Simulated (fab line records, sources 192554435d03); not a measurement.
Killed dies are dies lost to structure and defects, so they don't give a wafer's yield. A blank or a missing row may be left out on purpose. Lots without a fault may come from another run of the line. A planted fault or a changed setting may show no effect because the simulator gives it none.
fab line records | flow n5_finfet
record lots=9 wafers=27 last_day=18
route steps=1938 shown FIN_SAQP@97 BEOL_M4@1111 PASSIVATION@1936
lots that met no fault: from a run of the same line without faults
start_h: hours from the record's first day to the start of the lot's first wafer shown | wait_h: hours since the lot's step before | " the same as in the row above | L1.1+2: a row that stands for several wafers | - no value, or no start given | * or withheld: withheld | < > ~ a bound
route shown NAME@n: a module of which the file shows steps, and the number in the route of the first | usual: mean/standard deviation of fault-free wafers | same: alike in all rows | chamber/n: place in a boat | sites: the reading at each site | _std_site: their standard deviation | _edge_site: outer sites' mean less inner sites' | radius_mm: how far each site lies from the wafer's centre | mask NAME#n: copy n | behind: the tool/chamber that last shaped the wafer | hold: why the lot was held/for how many hours/how that ended | device: the transistor (n, p or np) that didn't switch | end of line: the same wafers' tests at the end of the route | a step without rows: its recipe alone | killed: dies lost to structure and defects at the first sort, not the wafer's yield | map: a wafer's dies, x killed, . not, _ none there
set.NAME: the setting as run; set.NAME@STEP: as run at that earlier step | model.NAME: the simulator's own value behind a step, which no gauge read
steps of the route over a sample of lots; a table a step, a row a wafer
services: from which hour (start_h, from the record's first day; less than 0 if before it) a tool's chamber was out of use, for how many hours, and why
## steps
# step N5_FIN_SAQP_THK_MEAS_05
# usual thk_nm=38.1/0.48
# columns lot.wafer tool chamber start_h wait_h thk_nm
L480.2 film_metro-01 - 27.14 0.1 37.7
L480.4 " - " " 37.9
L480.5 " - " " 38.6
L481.1 film_metro-02 - 33.71 0.1 37.0
L481.4 " - " " 38.2
L481.5 " - " " 38.1
L482.3 film_metro-01 - 39.25 0.1 38.3
L482.5 " - " " 38.8
L482.6 " - " " 37.8
L483.1 film_metro-02 - 45.87 0.1 37.9
L483.2 " - " " 38.5
L483.5 " - " " 38.9
L486.1 film_metro-01 - 63.56 0.1 37.9
L486.3 " - " " 38.2
L486.6 " - " " 38.0
L493.3 film_metro-02 - 104.82 0.1 38.9
L493.5 " - " " 38.7
L493.6 " - " " 39.2
L494.1 film_metro-01 - 111.39 0.1 37.8
L494.2 " - " " 37.9
L494.3 " - " " 37.6
L499.1 film_metro-02 - 141.72 0.1 37.8
L499.4 " - " " 38.6
L499.5 " - " " 39.3
L502.3 film_metro-02 - 158.59 0.1 37.6
L502.5 " - " " 38.6
L502.6 " - " " 38.3
# step N5_FIN_SAQP_PECVD_48
# recipe material=SiNx target_thk_a=250 temp_c=400 precursor=SiH4/NH3/N2 pressure_torr=1.5 rf_w=300 time_s=22.1
# usual heater_power_w=740/93 showerhead_plenum_p_Torr=5.18/0.077 showerhead_vpp_V=1065/48 throttle_valve_pct=39.4/1.6
# columns lot.wafer tool chamber start_h wait_h heater_power_w showerhead_plenum_p_Torr showerhead_vpp_V throttle_valve_pct
L480.2 pecvd-01 1 27.21 0.0 1001 5.21 1045 39.2
L480.4 " 0 " " 731 5.14 1054 40.5
L480.5 " 1 " " 1005 5.20 1023 38.8
L481.1 pecvd-02 0 33.81 0.0 709 5.22 1052 41.1
L481.4 " 1 " " 769 5.28 1074 40.4
L481.5 " 1 " " 760 5.29 1056 40.4
L482.3 pecvd-03 0 39.33 0.0 617 5.25 1041 41.0
L482.5 " 2 " " 665 5.08 1122 37.2
L482.6 " 1 " " 905 5.13 1087 39.1
L483.1 pecvd-03 0 45.95 0.0 727 5.24 1041 41.0
L483.2 " 2 " " 646 5.09 1142 37.3
L483.5 " 1 " " 799 5.13 1089 39.0
L486.1 pecvd-03 0 63.64 0.0 623 5.25 1073 41.0
L486.3 " 1 " " 842 5.12 1102 39.0
L486.6 " 0 " " 646 5.25 1060 40.9
L493.3 pecvd-03 2 104.90 0.0 697 5.09 1122 37.6
L493.5 " 2 " " 689 5.10 1151 37.3
L493.6 " 0 " " 672 5.22 1055 40.9
L494.1 pecvd-03 2 111.47 0.0 752 5.09 1133 37.6
L494.2 " 1 " " 888 5.13 1110 39.1
L494.3 " 0 " " 575 5.23 1079 40.8
L499.1 pecvd-02 1 141.79 0.0 687 5.28 1056 40.7
L499.4 " 2 " " 718 5.29 960 37.0
L499.5 " 1 " " 688 5.29 1065 40.4
L502.3 pecvd-02 2 158.66 0.0 649 5.27 954 36.9
L502.5 " 2 " " 654 5.28 949 37.1
L502.6 " 0 " " 629 5.21 1055 41.6
# step N5_FIN_SAQP_PECVD_06
# recipe material=a-Si target_thk_a=600 temp_c=400 precursor=SiH4/He pressure_torr=3 rf_w=100 time_s=48.1
# usual heater_power_w=827/83 showerhead_plenum_p_Torr=5.70/0.055 showerhead_vpp_V=615/28 throttle_valve_pct=17.9/0.69
# columns lot.wafer tool chamber start_h wait_h heater_power_w showerhead_plenum_p_Torr showerhead_vpp_V throttle_valve_pct
L480.2 pecvd-01 1 27.25 0.0 1038 5.72 601 17.9
L480.4 " 0 " " 806 5.67 608 18.5
L480.5 " 1 " " 1018 5.72 601 17.9
L481.1 pecvd-02 0 33.87 0.0 717 5.73 622 18.6
L481.4 " 1 " " 771 5.77 623 18.1
L481.5 " 1 " " 769 5.78 607 18.6
L482.3 pecvd-03 0 39.37 0.0 792 5.74 611 18.6
L482.5 " 2 " " 826 5.62 656 17.0
L482.6 " 1 " " 1014 5.66 629 17.8
L483.1 pecvd-03 0 45.99 0.0 796 5.74 614 18.5
L483.2 " 2 " " 806 5.64 655 17.0
L483.5 " 1 " " 940 5.67 630 17.4
L486.1 pecvd-03 0 63.68 0.0 707 5.75 607 18.6
L486.3 " 1 " " 997 5.68 633 17.9
L486.6 " 0 " " 691 5.74 614 18.6
L493.3 pecvd-03 2 104.94 0.0 813 5.63 663 17.1
L493.5 " 2 " " 827 5.63 665 17.2
L493.6 " 0 " " 772 5.74 615 18.8
L494.1 pecvd-03 2 111.51 0.0 759 5.63 664 17.0
L494.2 " 1 " " 956 5.66 633 17.8
L494.3 " 0 " " 742 5.75 621 18.5
L499.1 pecvd-02 1 141.83 0.0 895 5.78 618 18.4
L499.4 " 2 " " 826 5.76 558 17.1
L499.5 " 1 " " 918 5.77 619 18.5
L502.3 pecvd-02 2 158.70 0.0 762 5.76 548 17.2
L502.5 " 2 " " 786 5.75 561 17.3
L502.6 " 0 " " 717 5.72 599 18.9
# step N5_FIN_SAQP_THK_MEAS_07
# usual thk_nm=60.1/0.9
# columns lot.wafer tool chamber start_h wait_h thk_nm
L480.2 film_metro-01 - 27.34 0.1 59.2
L480.4 " - " " 61.8
L480.5 " - " " 59.7
L481.1 film_metro-01 - 33.99 0.1 59.5
L481.4 " - " " 60.9
L481.5 " - " " 61.2
L482.3 film_metro-01 - 39.46 0.1 60.7
L482.5 " - " " 59.9
L482.6 " - " " 59.4
L483.1 film_metro-02 - 46.08 0.1 59.5
L483.2 " - " " 58.6
L483.5 " - " " 59.3
L486.1 film_metro-02 - 63.77 0.1 60.6
L486.3 " - " " 59.2
L486.6 " - " " 61.6
L493.3 film_metro-01 - 105.03 0.1 49.9
L493.5 " - " " 50.6
L493.6 " - " " 53.2
L494.1 film_metro-02 - 111.60 0.1 49.9
L494.2 " - " " 50.4
L494.3 " - " " 51.9
L499.1 film_metro-02 - 141.92 0.1 61.3
L499.4 " - " " 61.3
L499.5 " - " " 61.5
L502.3 film_metro-02 - 158.79 0.1 59.2
L502.5 " - " " 59.9
L502.6 " - " " 60.8
# step N5_FIN_SAQP_OVL_MEAS_17
# recipe points_per_wafer=44
# usual FIN_CORE_OVL=-0.2/0.84
# columns lot.wafer tool chamber start_h wait_h FIN_CORE_OVL[nm]
L480.2 overlay-02 0 27.74 0.0 -0.5
L480.4 " 0 " " -0.2
L480.5 " 0 " " -0.5
L481.1 overlay-02 0 34.39 0.0 -0.3
L481.4 " 0 " " 0.2
L481.5 " 0 " " -0.9
L482.3 overlay-01 0 39.98 0.0 -1.4
L482.5 " 0 " " -1.2
L482.6 " 0 " " -0.5
L483.1 overlay-01 0 46.50 0.0 0.1
L483.2 " 0 " " 0.7
L483.5 " 0 " " 0.6
L486.1 overlay-01 0 64.19 0.0 0.3
L486.3 " 0 " " -0.1
L486.6 " 0 " " -0.3
L493.3 overlay-02 0 105.55 0.0 0.3
L493.5 " 0 " " 0.3
L493.6 " 0 " " 0.3
L494.1 overlay-01 0 112.12 0.0 1.1
L494.2 " 0 " " 1.8
L494.3 " 0 " " 1.7
L499.1 overlay-01 0 142.45 0.0 2.2
L499.4 " 0 " " 1.2
L499.5 " 0 " " -0.1
L502.3 overlay-02 0 159.32 0.0 0.5
L502.5 " 0 " " -1.0
L502.6 " 0 " " -0.1
# step N5_FIN_SAQP_MANDREL_ETCH_22
# recipe target_depth_a=600 chemistry=HBr/Cl2 target=a-Si stop_on=SiNx bt_time_s=10 over_etch_frac=0.5 time_s=30 pressure_mtorr=10 icp_w=800 bias_w=75 HBr_flow_sccm=150 Cl2_flow_sccm=80 ends=end_point
# usual HBr_flow_sccm=150.0/0.48 drypump_motor_current_A=5.9/0.41 oes_product_au=0.770/0.016 throttle_valve_pct=35.3/0.4
# same over_etch_frac=0.5
# columns lot.wafer tool chamber start_h wait_h HBr_flow_sccm drypump_motor_current_A oes_product_au rf_hours_counter_h throttle_valve_pct
L480.2 rie_si-04 2 28.08 0.0 149.6 5.2 0.782 7 35.6
L480.4 " 0 " " 150.1 5.8 0.805 17 34.8
L480.5 " 3 " " 150.1 6.4 0.746 - 34.7
L481.1 rie_si-03 2 34.73 0.0 149.9 6.5 0.755 180 35.8
L481.4 " 3 " " 149.6 5.7 0.784 186 35.1
L481.5 " 2 " " 149.6 6.6 0.770 - 35.8
L482.3 rie_si-03 3 40.32 0.0 149.8 5.7 0.774 186 35.1
L482.5 " 1 " " 149.8 5.8 0.757 - 35.0
L482.6 " 2 " " 150.3 6.5 0.759 - 35.8
L483.1 rie_si-03 2 46.87 0.0 149.5 6.5 0.753 181 35.8
L483.2 " 0 " " 149.8 5.8 0.757 34 35.7
L483.5 " 0 " " 150.0 5.8 0.765 - 35.7
L486.1 rie_si-03 1 64.88 0.0 150.5 5.9 0.765 75 35.0
L486.3 " 3 " " 150.1 5.7 0.775 186 35.2
L486.6 " 1 " " 150.4 5.9 0.768 - 35.0
L493.3 rie_si-04 3 105.89 0.0 149.8 6.4 0.667 62 34.8
L493.5 " 2 " " 150.4 5.2 0.712 - 35.8
L493.6 " 3 " " 150.5 6.4 0.690 - 34.8
L494.1 rie_si-04 3 112.46 0.0 150.3 6.4 0.679 62 34.8
L494.2 " 2 " " 149.8 5.2 0.713 9 35.8
L494.3 " 1 " " 149.4 5.4 0.720 105 35.6
L499.1 rie_si-04 3 142.79 0.0 150.3 6.4 0.743 63 34.6
L499.4 " 2 " " 150.0 5.2 0.797 10 35.6
L499.5 " 0 " " 149.5 5.7 0.789 - 34.8
L502.3 rie_si-04 3 159.66 0.0 149.8 6.4 0.738 63 34.7
L502.5 " 1 " " 149.5 5.4 0.781 - 35.5
L502.6 " 0 " " 149.1 5.7 0.782 - 34.8
# step N5_BEOL_M4_RC_MEAS_101
# usual DIBL_N=36.4/1.7 DIBL_P=36.4/2.1 IOFF_N=0.16/0.035 IOFF_P=0.21/0.035 ION_N=680/11 ION_P=465/6.8 SS_N=71.5/0.58 SS_P=73.2/0.72 VT_N=249/3.6 VT_P=-250/3.1
# columns lot.wafer tool chamber start_h wait_h DIBL_N[mV/V] DIBL_P[mV/V] IOFF_N[nA/um] IOFF_P[nA/um] ION_N[uA/um] ION_P[uA/um] SS_N[mV/dec] SS_P[mV/dec] VT_N[mV] VT_P[mV]
L480.2 prober-02 0 176.91 0.2 34.6 34.5 0.14 0.19 669 462 71.7 72.8 252 -248
L480.4 " 0 " " 34.0 33.7 0.13 0.17 667 460 71.6 72.1 253 -253
L480.5 " 0 " " 37.1 37.9 0.18 0.23 689 467 71.5 73.1 246 -247
L481.1 prober-01 0 181.62 0.0 36.0 37.7 0.17 0.24 685 469 71.2 73.6 248 -250
L481.4 " 0 " " 35.2 36.5 0.16 0.22 686 471 71.3 73.5 249 -250
L481.5 " 0 " " 37.9 39.5 0.22 0.28 693 476 72.1 74.4 247 -246
L482.3 prober-01 0 191.48 0.3 35.5 36.7 0.17 0.22 701 472 71.6 73.9 246 -246
L482.5 " 0 " " 36.5 37.4 0.20 0.23 691 463 71.4 73.5 246 -246
L482.6 " 0 " " 34.6 35.5 0.16 0.19 686 464 71.5 73.5 250 -251
L483.1 prober-02 0 213.96 0.0 35.7 37.8 0.17 0.19 678 457 71.7 73.8 250 -254
L483.2 " 0 " " 34.6 35.9 0.14 0.17 662 451 71.5 73.2 252 -256
L483.5 " 0 " " 36.0 37.8 0.18 0.20 680 459 71.9 74.4 247 -251
L486.1 prober-02 0 216.23 0.0 36.7 38.2 0.19 0.24 682 472 72.0 74.0 244 -249
L486.3 " 0 " " 32.4 33.1 0.12 0.16 671 461 71.7 72.1 254 -253
L486.6 " 0 " " 36.7 37.7 0.19 0.23 682 465 71.5 73.9 246 -250
L493.3 prober-01 0 256.67 0.3 34.4 34.9 0.12 0.16 665 453 69.9 72.7 255 -258
L493.5 " 0 " " 36.8 37.8 0.15 0.20 668 456 71.1 73.4 254 -252
L493.6 " 0 " " 37.4 38.2 0.16 0.20 682 465 71.3 73.6 253 -254
L494.1 prober-02 0 260.74 0.0 34.3 33.7 0.13 0.17 657 460 71.6 72.2 254 -251
L494.2 " 0 " " 32.1 33.2 0.11 0.17 669 466 70.7 72.4 252 -253
L494.3 " 0 " " 35.0 36.9 0.15 0.20 663 458 71.1 73.0 249 -249
L499.1 prober-01 0 302.39 0.0 36.7 38.0 0.19 0.23 681 460 71.7 73.4 245 -249
L499.4 " 0 " " 35.4 35.9 0.17 0.19 684 460 71.5 73.1 246 -253
L499.5 " 0 " " 35.4 36.5 0.18 0.19 690 466 71.6 73.5 248 -254
L502.3 prober-01 0 309.77 0.3 36.0 36.2 0.16 0.23 678 470 71.7 72.8 248 -249
L502.5 " 0 " " 34.6 33.8 0.12 0.19 665 464 71.1 72.1 252 -251
L502.6 " 0 " " 38.6 39.1 0.21 0.28 692 469 72.3 74.4 247 -247
# step N5_PASSIVATION_PROBE_49
# usual defect_limited_yield=91.3/1.4 killed_at_M0_to_M3=36/11 killed_at_M4_up=13/5.2 killed_at_contacts=13/6.5 killed_at_front_end=37/11 killed_at_other=3.6/2.9 killed_dies=103/17 killed_open=68/12 killed_short=33/7.3 sort_bin_5_function=5.2/0.91 sort_bin_6_memory=3.2/0.67 sort_bin_8_speed=0.00/0.0099 sort_n_pass=1077/17 sort_yield_pct=91.3/1.4
# same gross_dies=1180 killed_at_back_side=0 sort_bin_4_leakage[%]=0
# columns lot.wafer tool chamber start_h wait_h defect_limited_yield[%] killed_at_M0_to_M3 killed_at_M4_up killed_at_contacts killed_at_front_end killed_at_other killed_dies killed_open killed_short sort_bin_5_function[%] sort_bin_6_memory[%] sort_bin_8_speed[%] sort_n_pass sort_yield_pct[%]
L480.2 prober-01 - 278.78 0.1 91.2 41 11 8 44 0 104 75 28 5.6 3.1 0 1076 91.2
L480.4 prober-01 - 278.88 0.2 90.3 31 18 19 45 1 114 86 28 5.9 3.5 0 1066 90.3
L480.5 prober-01 - 278.93 0.2 89.7 32 13 16 58 2 121 79 41 6.2 3.9 0 1059 89.7
L481.1 prober-02 - 284.32 0.0 91.5 33 10 25 31 1 100 61 38 5.1 3.1 0 1080 91.5
L481.4 prober-02 - 284.47 0.2 91.8 41 16 13 26 1 97 66 31 4.9 2.8 0 1083 91.8
L481.5 prober-02 - 284.52 0.2 91.3 40 25 11 26 1 103 66 34 4.4 4.0 0 1077 91.3
L482.3 prober-01 - 294.87 0.1 91.2 43 14 21 25 1 104 70 34 4.6 3.9 0 1076 91.2
L482.5 prober-01 - 294.97 0.2 92.8 45 7 12 18 3 85 64 21 4.2 2.8 0 1095 92.8
L482.6 prober-01 - 295.02 0.3 91.3 44 8 15 30 6 103 67 36 5.4 3.1 0 1077 91.3
L483.1 prober-01 - 319.80 0.0 93.2 33 8 6 32 1 80 55 25 3.9 2.4 0 1100 93.2
L483.2 prober-01 - 319.85 0.1 93.7 33 13 11 17 0 74 49 25 4.0 2.2 0 1106 93.7
L483.5 prober-01 - 320.00 0.2 92.7 27 16 4 38 1 86 56 30 3.6 3.1 0 1094 92.7
L486.1 prober-01 - 323.32 0.0 93.7 27 11 10 20 6 74 50 24 3.6 2.5 0 1106 93.7
L486.3 prober-01 - 323.42 0.1 90.1 33 17 14 50 3 117 83 33 6.1 3.6 0 1063 90.1
L486.6 prober-01 - 323.57 0.3 92.1 20 11 16 46 0 93 55 37 5.0 2.5 0 1087 92.1
L494.1 prober-02 - 367.12 0.0 90.9 34 12 14 42 5 107 69 38 5.3 3.6 0 1073 90.9
L494.2 prober-02 - 367.17 0.1 89.9 47 11 13 46 2 119 85 33 5.6 4.1 0 1061 89.9
L494.3 prober-02 - 367.22 0.1 91.0 35 11 8 40 12 106 70 34 5.3 3.1 0 1074 91.0
L493.3 prober-01 - 367.20 0.1 88.1 46 37 22 31 4 140 91 47 6.9 4.7 0 1040 88.1
L493.5 prober-01 - 367.30 0.2 91.6 30 18 17 34 0 99 68 31 4.3 3.6 0 1081 91.6
L493.6 prober-01 - 367.35 0.3 91.9 33 23 4 33 2 95 60 35 4.7 3.0 0 1085 91.9
L499.1 prober-02 - 409.66 0.0 89.7 48 21 13 37 3 122 85 33 6.4 3.2 0 1058 89.7
L499.4 prober-02 - 409.81 0.2 91.7 45 14 18 18 3 98 63 32 5.0 3.1 0 1082 91.7
L499.5 prober-02 - 409.86 0.2 89.7 46 14 18 40 3 121 78 39 6.5 3.4 0 1059 89.7
L502.3 prober-01 - 427.39 0.1 90.3 23 16 34 41 0 114 72 40 5.2 4.3 0 1066 90.3
L502.5 prober-01 - 427.49 0.2 88.4 21 7 28 75 6 137 89 44 6.2 4.7 0.08 1043 88.4
L502.6 prober-01 - 427.54 0.3 90.5 25 9 16 61 1 112 74 38 4.8 4.1 0 1068 90.5
# killed by level:class
L480.2 FIN_SAQP:geometric_particle:open=14 BEOL_M0_SAQP:geometric_particle:open=12 FIN_SAQP:geometric_particle:short=9 BEOL_M0_SAQP:geometric_particle:short=9 STI_FIN_REVEAL:geometric_particle:open=7 MOL_CONTACT_COAG:geometric_particle:open=7 DUMMY_GATE:geometric_particle:open=6 BEOL_M1:geometric_particle:open=6
L480.4 MOL_CONTACT_COAG:geometric_particle:open=15 FIN_SAQP:geometric_particle:open=11 STI_FIN_REVEAL:geometric_particle:open=9 BEOL_M1:geometric_particle:open=9 BEOL_M2:geometric_particle:open=8 BEOL_M4:geometric_particle:open=8 FIN_SAQP:geometric_particle:short=7 BEOL_M0_SAQP:geometric_particle:open=6
L480.5 FIN_SAQP:geometric_particle:short=17 FIN_SAQP:geometric_particle:open=16 MOL_CONTACT_COAG:geometric_particle:open=14 STI_FIN_REVEAL:geometric_particle:open=10 BEOL_M2:geometric_particle:open=7 BEOL_M0_SAQP:geometric_particle:short=6 BEOL_M1:geometric_particle:open=6 BEOL_M0_SAQP:geometric_particle:open=4
L481.1 MOL_CONTACT_COAG:geometric_particle:open=20 FIN_SAQP:geometric_particle:short=8 FIN_SAQP:geometric_particle:open=7 BEOL_M0:geometric_particle:short=6 BEOL_M2:geometric_particle:open=6 MOL_CONTACT_COAG:geometric_particle:short=5 DUMMY_GATE:geometric_particle:open=4 BEOL_M3:geometric_particle:open=4
L481.4 BEOL_M2:geometric_particle:open=15 MOL_CONTACT_COAG:geometric_particle:open=10 BEOL_M0_SAQP:geometric_particle:short=8 BEOL_M0_SAQP:geometric_particle:open=7 GATE_CUT:geometric_particle:open=5 BEOL_M4:geometric_particle:open=5 STI_FIN_REVEAL:geometric_particle:open=4 BEOL_M3:geometric_particle:short=4
L481.5 BEOL_M0_SAQP:geometric_particle:short=13 MOL_CONTACT_COAG:geometric_particle:open=10 BEOL_M0_SAQP:geometric_particle:open=9 BEOL_M2:geometric_particle:open=8 FIN_SAQP:geometric_particle:open=7 BEOL_M4:geometric_particle:open=7 FIN_SAQP:geometric_particle:short=5 BEOL_M7:geometric_particle:open=5
L482.3 MOL_CONTACT_COAG:geometric_particle:open=17 BEOL_M3:geometric_particle:open=10 BEOL_M0_SAQP:geometric_particle:open=9 BEOL_M2:geometric_particle:open=7 FIN_SAQP:geometric_particle:short=6 BEOL_M0_SAQP:geometric_particle:short=6 STARTING-WAFER:geometric_particle:open=5 BEOL_M4:geometric_particle:open=5
L482.5 MOL_CONTACT_COAG:geometric_particle:open=11 BEOL_M2:geometric_particle:open=10 BEOL_M3:geometric_particle:open=9 BEOL_M0:geometric_particle:open=7 BEOL_M0_SAQP:geometric_particle:open=6 BEOL_M0_SAQP:geometric_particle:short=4 STARTING-WAFER:geometric_particle:open=4 STI_FIN_REVEAL:geometric_particle:open=3
L482.6 MOL_CONTACT_COAG:geometric_particle:open=13 BEOL_M0_SAQP:geometric_particle:short=13 BEOL_M3:geometric_particle:open=11 BEOL_M0_SAQP:geometric_particle:open=11 STI_FIN_REVEAL:geometric_particle:open=10 GATE_CUT:geometric_particle:short=5 BEOL_M2:geometric_particle:open=5 PASS1_CAP:geometric_particle:short=4
L483.1 FIN_SAQP:geometric_particle:open=8 BEOL_M0_SAQP:geometric_particle:short=8 MOL_CONTACT_COAG:geometric_particle:open=6 BEOL_M1:geometric_particle:open=6 BEOL_M2:geometric_particle:open=6 BEOL_M3:geometric_particle:open=6 DUMMY_GATE:geometric_particle:open=5 BEOL_M0_SAQP:geometric_particle:open=5
L483.2 BEOL_M0_SAQP:geometric_particle:open=9 MOL_CONTACT_COAG:geometric_particle:open=8 BEOL_M2:geometric_particle:open=8 BEOL_M0_SAQP:geometric_particle:short=6 BEOL_M1:geometric_particle:open=6 GATE_CUT:geometric_particle:short=4 BEOL_M4:geometric_particle:open=4 FIN_SAQP:geometric_particle:short=3
L483.5 STI_FIN_REVEAL:geometric_particle:open=8 BEOL_M4:geometric_particle:open=8 FIN_SAQP:geometric_particle:open=7 FIN_SAQP:geometric_particle:short=6 BEOL_M0_SAQP:geometric_particle:short=6 BEOL_M1:geometric_particle:open=6 BEOL_M2:geometric_particle:open=5 BEOL_M3:geometric_particle:open=5
L486.1 FIN_SAQP:geometric_particle:open=8 BEOL_M0_SAQP:geometric_particle:short=8 MOL_CONTACT_COAG:geometric_particle:open=6 BEOL_M3:geometric_particle:open=6 BEOL_M0_SAQP:geometric_particle:open=5 MOL_CONTACT_COAG:geometric_particle:short=4 BEOL_M2:geometric_particle:open=4 FIN_SAQP:geometric_particle:short=3
L486.3 FIN_SAQP:geometric_particle:open=23 MOL_CONTACT_COAG:geometric_particle:open=13 BEOL_M3:geometric_particle:open=11 BEOL_M2:geometric_particle:open=8 BEOL_M0_SAQP:geometric_particle:short=7 DUMMY_GATE:geometric_particle:open=5 FIN_SAQP:geometric_particle:short=5 BEOL_M4:geometric_particle:short=5
L486.6 FIN_SAQP:geometric_particle:open=18 MOL_CONTACT_COAG:geometric_particle:open=13 FIN_SAQP:geometric_particle:short=9 BEOL_M0_SAQP:geometric_particle:short=6 BEOL_M4:geometric_particle:open=4 STARTING-WAFER:geometric_particle:short=4 FIN_CUT:geometric_particle:short=3 BEOL_M3:geometric_particle:open=3
L494.1 BEOL_M1:geometric_particle:open=11 STI_FIN_REVEAL:geometric_particle:open=9 MOL_CONTACT_COAG:geometric_particle:open=9 ILD0:geometric_particle:open=6 FIN_SAQP:geometric_particle:open=5 MOL_CONTACT_COAG:geometric_particle:short=5 BEOL_M0_SAQP:geometric_particle:open=5 GATE_CUT:geometric_particle:short=4
L494.2 BEOL_M1:geometric_particle:open=17 MOL_CONTACT_COAG:geometric_particle:open=12 FIN_SAQP:geometric_particle:open=10 BEOL_M0_SAQP:geometric_particle:short=10 FIN_SAQP:geometric_particle:short=9 STI_FIN_REVEAL:geometric_particle:open=6 BEOL_M0_SAQP:geometric_particle:open=6 GATE_CUT:geometric_particle:open=5
L493.3 BEOL_M4:geometric_particle:open=20 MOL_CONTACT_COAG:geometric_particle:open=20 BEOL_M0_SAQP:geometric_particle:short=13 BEOL_M0_SAQP:geometric_particle:open=12 STI_FIN_REVEAL:geometric_particle:open=7 FIN_SAQP:geometric_particle:short=6 BEOL_M1:geometric_particle:open=6 BEOL_M3:geometric_particle:open=6
L494.3 FIN_SAQP:geometric_particle:open=8 GATE_CUT:geometric_particle:open=7 BEOL_M2:geometric_particle:open=7 STI_FIN_REVEAL:geometric_particle:open=6 MOL_CONTACT_COAG:geometric_particle:open=5 BEOL_M0_SAQP:geometric_particle:open=5 BEOL_M3:geometric_particle:open=5 FIN_SAQP:geometric_particle:short=4
L493.5 MOL_CONTACT_COAG:geometric_particle:open=13 FIN_SAQP:geometric_particle:short=10 BEOL_M0_SAQP:geometric_particle:open=10 BEOL_M4:geometric_particle:open=10 BEOL_M0_SAQP:geometric_particle:short=9 ILD0:geometric_particle:open=7 BEOL_M2:geometric_particle:open=7 FIN_SAQP:geometric_particle:open=6
L493.6 BEOL_M4:geometric_particle:open=16 BEOL_M0_SAQP:geometric_particle:open=13 BEOL_M0_SAQP:geometric_particle:short=12 FIN_SAQP:geometric_particle:open=7 ILD0:geometric_particle:open=4 MOL_CONTACT_COAG:geometric_particle:open=4 STARTING-WAFER:geometric_particle:short=4 FIN_SAQP:geometric_particle:short=3
L499.1 MOL_CONTACT_COAG:geometric_particle:open=12 BEOL_M0_SAQP:geometric_particle:short=12 FIN_SAQP:geometric_particle:open=11 BEOL_M2:geometric_particle:open=10 BEOL_M3:geometric_particle:open=10 BEOL_M4:geometric_particle:open=9 STARTING-WAFER:geometric_particle:open=6 FIN_SAQP:geometric_particle:short=4
L499.4 MOL_CONTACT_COAG:geometric_particle:open=15 BEOL_M2:geometric_particle:open=12 BEOL_M0_SAQP:geometric_particle:short=8 BEOL_M1:geometric_particle:open=7 GATE_CUT:geometric_particle:short=6 BEOL_M3:geometric_particle:open=6 BEOL_M4:geometric_particle:open=6 FIN_SAQP:geometric_particle:open=5
L499.5 MOL_CONTACT_COAG:geometric_particle:open=13 BEOL_M0_SAQP:geometric_particle:open=11 BEOL_M1:geometric_particle:open=8 FIN_SAQP:geometric_particle:short=7 GATE_CUT:geometric_particle:short=7 BEOL_M2:geometric_particle:open=7 BEOL_M3:geometric_particle:open=7 GATE_CUT:geometric_particle:open=6
L502.3 MOL_CONTACT_COAG:geometric_particle:open=27 FIN_SAQP:geometric_particle:open=12 FIN_SAQP:geometric_particle:short=8 MOL_CONTACT_COAG:geometric_particle:short=7 BEOL_M0_SAQP:geometric_particle:open=6 BEOL_M3:geometric_particle:short=4 STI_FIN_REVEAL:geometric_particle:short=3 ILD0:geometric_particle:short=3
L502.5 MOL_CONTACT_COAG:geometric_particle:open=25 FIN_SAQP:geometric_particle:short=14 GATE_CUT:geometric_particle:open=12 FIN_SAQP:geometric_particle:open=10 STI_FIN_REVEAL:geometric_particle:open=6 DUMMY_GATE:geometric_particle:open=6 GATE_CUT:geometric_particle:short=6 BEOL_M0_SAQP:geometric_particle:short=5
L502.6 FIN_SAQP:geometric_particle:open=17 FIN_SAQP:geometric_particle:short=13 MOL_CONTACT_COAG:geometric_particle:open=13 STI_FIN_REVEAL:geometric_particle:open=10 BEOL_M0_SAQP:geometric_particle:open=7 BEOL_M0_SAQP:geometric_particle:short=6 GATE_CUT:geometric_particle:open=6 BEOL_M1:geometric_particle:open=4
## services
# columns tool chamber start_h hours kind
pecvd-01 2 6.51 2.1 scheduled_down
pecvd-01 1 15.69 5.5 scheduled_down
pecvd-03 0 31.73 2.1 scheduled_down
pecvd-02 2 33.59 5.5 scheduled_down
pecvd-01 2 39.05 2.3 repair
pecvd-02 - 58.53 2.0 repair
pecvd-01 2 59.70 5.5 scheduled_down
pecvd-02 0 67.38 5.5 scheduled_down
pecvd-02 2 75.54 16.5 scheduled_down
pecvd-03 - 76.60 0.6 repair
rie_si-04 0 99.87 2.3 repair
rie_si-03 0 102.71 19.7 repair
rie_si-04 - 104.26 0.3 repair
rie_si-04 - 106.19 1.4 repair
pecvd-01 - 116.65 2.8 pm
pecvd-03 - 119.53 1.7 repair
pecvd-03 1 147.54 5.5 scheduled_down
pecvd-02 - 151.87 5.5 pm
## key
first_sign step=N5_FIN_SAQP_THK_MEAS_07 reading=thk_nm direction=down sigmas=10 usual=* struck=*
effect step=N5_FIN_SAQP_MANDREL_ETCH_22 reading=oes_product_au direction=down sigmas=4.5 usual=0.770 struck=0.697
met_at N5_FIN_SAQP_PECVD_06
struck_lots L493,L494
not_acting_at N5_FIN_SAQP_THK_MEAS_05,N5_FIN_SAQP_PECVD_48,N5_FIN_SAQP_OVL_MEAS_17
onset_between 63.68 104.94
fault kind=site_profile_drift tool=pecvd-03 chamber=- onset_h=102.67 steps=N5_FIN_SAQP_PECVD_06 basis=fraction max_abs_drift=0.32126 slope_share_per_hr=71.391 site_pattern=0,0,0,0,0,-1,-1,-1,-1
